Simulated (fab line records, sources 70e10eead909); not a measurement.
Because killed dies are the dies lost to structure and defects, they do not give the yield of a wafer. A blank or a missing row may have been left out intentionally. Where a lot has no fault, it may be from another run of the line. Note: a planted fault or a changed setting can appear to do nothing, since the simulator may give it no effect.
fab line records    flow nandHarc    part 2 of 2: steps 22 to 27 of 27
record: lots: 5  wafers: 15  lastDay: 32
route steps=1302 shown A_STAIRCASE@807
lots that met no fault: from a run of the same line without faults
startH: start of the lot's first displayed wafer, in hours after the record's first day    waitH: hours elapsed since this lot's preceding step    " same as the row above    L1.1+2: several wafers, shown together as one row    - no value present, or no start provided    * or withheld: withheld    < > ~ a bound
route shown NAME@n: names a module that has steps shown in the file, with the first one's number in the route    usual: mean and standard deviation over wafers with no fault    same: alike in all rows    chamber/n: place in a boat    sites: the reading at each site    _std_site: how widely they spread, as a standard deviation    _edge_site: mean of outer sites minus mean of inner sites    radiusMm: for every site, how far away it sits from the centre of the wafer    mask NAME#n: copy n    behind: the last tool/chamber to shape the wafer    hold: reason for holding the lot/hours on hold/outcome of the hold    device: the n, p or np transistor that did not switch    end of line: tests of these same wafers at the route's end    where a step has no rows: the recipe by itself    killed: at the first sort, the dies lost to defects and structure; wafer yield is something else    map: a wafer's dies, marking killed ones x, the rest . and places with no die _
set.NAME: setting as actually run; set.NAME@STEP: the setting as run at that earlier step    model.NAME: the simulator's own value behind a step, which no gauge read
certain route steps with their lots: each step a table, each wafer a row
services: when a tool's chamber went out of use (startH, in hours from the record's first day, below 0 if earlier), for how many hours, and the reason
== steps ==
step: NHARC_A_STAIRCASE_DESCUM_312
recipe: timeS: 3  o2FlowSccm: 200  arFlowSccm: 0  biasPowerW: 0  chemistry: O2
usual: drypumpMotorCurrentA: 5.7/0.34  oesProductAu: 1.003/0.01  rfVppV: 57.6/0.86  showerheadPlenumPTorr: 1.89/0.08  throttleValvePct: 11.310/0.0081
lot.wafer  tool        chamber  startH  waitH  drypumpMotorCurrentA  oesProductAu  rfHoursCounterH  rfVppV  showerheadPlenumPTorr  throttleValvePct
L077.2     rieDiel-09  3        419.11  -      5.9                   1.001         32               57.0    1.81                   11.314
L077.4     "           0        "       "      5.2                   0.998         29               57.7    1.89                   11.322
L077.3     "           2        "       "      5.7                   1.017         35               58.0    1.99                   11.320
L083.1     rieDiel-02  2        481.94  -      5.7                   0.996         24               58.6    1.79                   11.307
L083.2     "           3        "       "      5.2                   1.010         25               56.0    1.79                   11.304
L083.4     "           0        "       "      6.1                   0.995         23               57.9    1.90                   11.304
L088.3     rieDiel-02  1        519.82  -      6.0                   1.016         39               58.3    1.92                   11.317
L088.5     "           3        "       "      5.2                   1.001         -                57.8    1.79                   11.309
L088.6     "           0        "       "      6.1                   1.001         -                57.0    1.90                   11.308
L095.3     rieDiel-09  2        591.18  -      5.7                   1.005         23               57.6    1.97                   11.314
L095.1     "           3        "       "      5.8                   0.999         22               58.6    1.80                   11.318
L095.6     "           2        "       "      5.7                   0.995         -                57.0    1.97                   11.316
L096.2     rieDiel-09  0        593.12  -      5.2                   1.005         27               57.8    1.87                   11.290
L096.3     "           1        "       "      6.1                   1.003         24               57.1    1.96                   11.310
L096.6     "           3        "       "      5.9                   1.002         -                57.5    1.80                   11.313
step: NHARC_A_STAIRCASE_ETCH_313
recipe: cf4FlowSccm: 100  chf3FlowSccm: 30  arFlowSccm: 0  rfW: 500  biasW: 200  chemistry: CF4/CHF3
usual: drypumpMotorCurrentA: 5.7/0.34  oesProductAu: 0.938/0.022  rfVppV: 369.9/2.3  showerheadPlenumPTorr: 1.56/0.061  throttleValvePct: 16.803/0.009
lot.wafer  tool        chamber  startH  waitH  drypumpMotorCurrentA  oesProductAu  rfHoursCounterH  rfVppV  showerheadPlenumPTorr  throttleValvePct
L077.4     rieDiel-09  2        419.42  0.3    5.7                   0.945         35               373.2   1.63                   16.803
L077.3     "           0        "       "      5.2                   0.924         29               369.2   1.56                   16.828
L077.2     "           1        "       "      6.1                   0.928         24               371.7   1.62                   16.790
L083.4     rieDiel-02  2        482.02  0.1    5.7                   0.926         24               367.3   1.48                   16.793
L083.1     "           0        "       "      6.1                   0.932         23               369.7   1.56                   16.800
L083.2     "           1        "       "      6.0                   0.926         28               370.4   1.58                   16.800
L088.3     rieDiel-02  3        519.92  0.1    5.2                   0.953         37               367.7   1.48                   16.821
L088.6     "           2        "       "      5.7                   0.955         -                366.9   1.48                   16.809
L088.5     "           3        "       "      5.2                   0.951         -                367.0   1.48                   16.799
L095.3     rieDiel-09  2        591.27  0.1    5.7                   0.921         23               372.0   1.62                   16.794
L095.1     "           3        "       "      5.9                   0.924         22               368.1   1.48                   16.819
L095.6     "           1        "       "      6.2                   0.939         -                371.4   1.61                   16.806
L096.2     rieDiel-09  3        593.24  0.1    5.9                   0.915         23               367.1   1.48                   16.827
L096.3     "           1        "       "      6.2                   0.930         24               371.0   1.61                   16.801
L096.6     "           3        "       "      5.9                   0.929         -                366.7   1.48                   16.812
step: NHARC_A_STAIRCASE_HM_OPEN_463
recipe: o2FlowSccm: 400  cosFlowSccm: 20  arFlowSccm: 0  rfW: 500  biasW: 300  chemistry: O2/COS
usual: drypumpMotorCurrentA: 5.7/0.35  oesProductAu: 1.004/0.011  rfVppV: 466.5/2.7  showerheadPlenumPTorr: 3.09/0.13  throttleValvePct: 28.328/0.0094
lot.wafer  tool        chamber  startH  waitH  drypumpMotorCurrentA  oesProductAu  rfHoursCounterH  rfVppV  showerheadPlenumPTorr  throttleValvePct
L077.4     rieDiel-09  3        -       -      5.9                   0.995         33               463.3   2.97                   28.329
L077.2     "           1        "       "      6.2                   1.015         25               469.4   3.21                   28.329
L077.3     "           2        "       "      5.7                   1.019         35               467.1   3.23                   28.335
L083.1     rieDiel-02  3        -       -      5.2                   0.996         25               464.6   2.94                   28.344
L083.2     "           0        "       "      6.1                   0.992         23               466.8   3.10                   28.340
L083.4     "           1        "       "      6.0                   1.011         28               468.6   3.14                   28.332
L088.3     rieDiel-02  1        -       -      6.0                   1.010         39               468.3   3.14                   28.341
L088.6     "           2        "       "      5.7                   1.017         -                463.1   2.93                   28.321
L088.5     "           3        "       "      5.2                   1.018         -                463.0   2.93                   28.339
L095.1     rieDiel-09  3        -       -      5.9                   0.997         22               462.9   2.94                   28.322
L095.3     "           0        "       "      5.2                   0.996         27               466.1   3.06                   28.326
L095.6     "           0        "       "      5.2                   1.005         -                466.1   3.06                   28.318
L096.3     rieDiel-09  1        -       -      6.2                   1.028         24               467.7   3.19                   28.330
L096.2     "           2        "       "      5.7                   1.009         24               469.5   3.21                   28.328
L096.6     "           3        "       "      5.8                   1.009         -                463.0   2.94                   28.338
step: NHARC_A_STAIRCASE_STRIP_464
recipe: o2FlowSccm: 400  cosFlowSccm: 20  arFlowSccm: 0  biasW: 0  chemistry: O2/COS
lot.wafer   tool        chamber  startH  waitH
L077.2+4+3  rieDiel-09  2,0,1    -       -
L083.2+4+1  rieDiel-02  0,2,3    -       -
L088.3+5+6  rieDiel-02  1,0,1    -       -
L095.1+3+6  rieDiel-09  3,0,0    -       -
L096.3+2+6  rieDiel-09  1,3,1    -       -
step: NHARC_A_STAIRCASE_ETCH_453
recipe: targetDepthA: 300  overetchA: 30  timeS: 16.5  ionEnergyEv: 100  cf4FlowSccm: 80  o2FlowSccm: 20  arFlowSccm: 0  rfW: 300  biasW: 100  chemistry: CF4/O2
usual: drypumpMotorCurrentA: 5.7/0.33  oes_ar_750_au: 1.000/0.0039  oesProductAu: 1.003/0.01  rfVppV: 197.4/1.4  showerheadPlenumPTorr: 1.32/0.054  throttleValvePct: 13.397/0.008
lot.wafer  tool        chamber  startH  waitH  drypumpMotorCurrentA  oes_ar_750_au  oesProductAu  rfHoursCounterH  rfVppV  showerheadPlenumPTorr  throttleValvePct
L077.3     rieDiel-09  0        -       -      5.2                   1.001          1.003         30               195.8   1.32                   13.393
L077.4     "           1        "       "      6.1                   0.991          1.003         25               198.4   1.37                   13.395
L077.2     "           2        "       "      5.7                   1.002          1.017         35               198.6   1.38                   13.387
L083.1     rieDiel-02  2        -       -      5.6                   1.000          0.998         25               195.1   1.25                   13.397
L083.4     "           0        "       "      6.1                   1.002          1.007         23               198.8   1.32                   13.395
L083.2     "           1        "       "      6.1                   0.996          0.993         28               198.0   1.34                   13.392
L088.3     rieDiel-02  1        -       -      6.0                   1.006          1.000         39               197.0   1.34                   13.409
L088.5     "           1        "       "      6.0                   0.997          1.002         -                198.3   1.34                   13.395
L088.6     "           2        "       "      5.6                   1.005          1.003         -                195.8   1.25                   13.400
L095.1     rieDiel-09  1        -       -      6.2                   0.994          1.009         24               198.0   1.36                   13.409
L095.3     "           2        "       "      5.7                   0.997          0.995         23               198.6   1.37                   13.402
L095.6     "           0        "       "      5.2                   0.995          1.000         -                197.7   1.31                   13.408
L096.3     rieDiel-09  2        -       -      5.7                   1.009          1.003         24               198.8   1.37                   13.403
L096.2     "           3        "       "      5.9                   1.005          0.996         23               196.4   1.26                   13.392
L096.6     "           2        "       "      5.7                   0.997          0.999         -                198.8   1.37                   13.404
step: NHARC_A_STAIRCASE_ETCH_315
recipe: targetDepthA: 25000  timeS: 607.1  ionEnergyEv: 800  c4f8FlowSccm: 80  o2FlowSccm: 60  arFlowSccm: withheld  rfW: 600  biasW: 3000  chemistry: C4F8/O2/Ar
usual: oesProductAu: 0.936/0.012  rfVppV: 1824/10
lot.wafer  tool        chamber  startH  waitH  oesProductAu  rfHoursCounterH  rfVppV
L077.2     rieDiel-09  2        -       -      0.948         36               1836
L077.3     "           0        "       "      0.928         30               1824
L077.4     "           1        "       "      0.938         25               1834
L083.2     rieDiel-02  0        -       -      0.932         23               1826
L083.1     "           2        "       "      0.931         25               1810
L083.4     "           3        "       "      0.929         26               1813
L088.3     rieDiel-02  0        -       -      0.926         35               1825
L088.6     "           1        "       "      0.943         -                1827
L088.5     "           2        "       "      0.947         -                1809
L095.1     rieDiel-09  3        -       -      0.929         22               1811
L095.3     "           2        "       "      0.934         23               1834
L095.6     "           0        "       "      0.935         -                1822
L096.2     rieDiel-09  1        -       -      0.947         24               1833
L096.3     "           2        "       "      0.931         24               1833
L096.6     "           2        "       "      0.936         -                1835
== services ==
tool           chamber  startH  hours  kind
rieDiel-02     -        394.35  9.0    pm
lithoTrack-02  -        402.00  7.0    pm
rieDiel-09     1        402.16  8.5    repair
wetBench-04    -        403.20  8.0    pm
wetBench-06    -        413.27  0.5    repair
pecvd-03       -        421.54  3.6    repair
lithoTrack-07  -        426.00  7.0    pm
rieDiel-02     0        426.05  19.7   repair
wetBench-06    -        426.41  25.6   repair
krfScanner-02  -        431.72  0.3    repair
rieDiel-12     1        434.40  1.4    repair
krfScanner-02  -        438.00  4.0    pm
rieDiel-12     -        446.70  9.0    pm
lithoTrack-03  -        450.00  7.0    pm
pecvd-03       0        464.27  5.3    repair
pecvd-03       2        479.59  2.3    repair
rieDiel-09     -        492.81  0.4    repair
rieDiel-09     -        499.27  9.0    pm
rieDiel-09     3        516.98  9.6    repair
wetBench-06    -        545.69  8.0    pm
pecvd-03       -        547.96  13.0   pm
rieDiel-09     -        569.71  7.4    repair
lithoTrack-02  -        577.00  7.0    pm
wetBench-04    -        579.20  8.0    pm
